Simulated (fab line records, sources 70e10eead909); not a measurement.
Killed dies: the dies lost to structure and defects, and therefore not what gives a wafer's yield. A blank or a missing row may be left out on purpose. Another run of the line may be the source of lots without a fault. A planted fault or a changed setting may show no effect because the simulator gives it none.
A lot that was struck, set against a sound lot :: flow nand-harc :: 14 out of 1159 route steps
Sound: the wafers L450.2, L450.3, L450.4. Struck: wafer L457.2. (L457.1, L457.6 of the same lot were not struck and are left out.) The cause comes at the end.
For every step that has rows: the tool of each side, followed by ch and its chambers, followed by its first start. Under that, the readings that differ: sound wafers :: struck wafers :: difference of the means :: sigmas: that difference in standard deviations of wafers without a fault.
alike: readings with means less than 2 such deviations apart, plus words and numbers identical on both sides. not compared: withheld readings, readings lacking a value on some wafer, bounds such as >300 that could conceal the same value, and numbers that have no deviation in the record and whose values overlap.
Wherever a step has rows on one side only, a row that says differs or no value, or a row with sigmas, the two part there. When numbers do not overlap yet have no deviation, they are printed without sigmas and do not part them. Lack of a reading on every wafer of one side parts them only where that side has two or more wafers.

first, 2 steps without rows for these wafers: NHARC_A_SOURCE_PLATE_SRD_01; NHARC_A_SOURCE_PLATE_OXIDE_02 (material SiO2, target thk 10 nm, ox time 1362 s).
NHARC_A_SOURCE_PLATE_THK_MEAS_09: measures by ellipsometry.
  struck on film-metro-01, day 10 17:44; sound on film-metro-02, day 8 22:15
  alike: thk-nm
then, 3 steps without rows for these wafers: NHARC_A_SOURCE_PLATE_PVD_04 (deposits WSi2, target thk 50 nm); NHARC_A_SOURCE_PLATE_CVD_03 (deposits poly-Si, target thk 200 nm, time 4000 s); NHARC_A_SOURCE_PLATE_ANNEAL_05 (time 1800 s).
NHARC_A_SOURCE_PLATE_THK_MEAS_06: measures by ellipsometry.
  struck on film-metro-02, day 11 06:50; sound on film-metro-02, day 9 11:11
  alike: thk-nm
NHARC_A_SOURCE_PLATE_INSPECT_08:
  struck on defect-inspect-02, day 11 06:55; sound on defect-inspect-01, day 9 11:17
  alike: raw-defect-count
then, no rows for these wafers at 1 step: NHARC_A_ONON_D1_DEP_00 (target thk 1000 nm).
NHARC_A_ONON_D1_THK_MEAS_02: measures by ellipsometry.
  struck on film-metro-01, day 11 07:50; sound on film-metro-01, day 9 11:51
  alike: thk-nm
NHARC_A_ONON_D1_DEP_03: target thk 1000 nm.
  sound on pecvd-onon-02 ch 0, day 9 11:58; struck on pecvd-onon-02 ch 0, day 11 07:53
NHARC_A_ONON_D1_THK_MEAS_05: measures by ellipsometry.
  struck on film-metro-01, day 11 08:24; sound on film-metro-01, day 9 12:25
reading: thk-nm (nm)
sound: 984 982 985
struck: 1033
difference: +49
sigmas: +6
then, no rows for these wafers at 1 step: NHARC_A_ONON_D1_DEP_06 (target thk 1000 nm).
-- the record jumps here: 12 days lie between the struck wafers' starts before and after (it left off in module A_ONON_D1 and takes up again in module END, whose first step shown is number 1159 of the route) --
NHARC_END_SORT_01:
  at this point the record logs the struck wafers (prober-01 ch 0, day 23 14:26) and has no rows for the sound ones

== WHERE THEY PART ==
Last at NHARC_END_SORT_01 as far as this record goes, first at NHARC_A_ONON_D1_THK_MEAS_05.

WHY: whatever the simulator had introduced
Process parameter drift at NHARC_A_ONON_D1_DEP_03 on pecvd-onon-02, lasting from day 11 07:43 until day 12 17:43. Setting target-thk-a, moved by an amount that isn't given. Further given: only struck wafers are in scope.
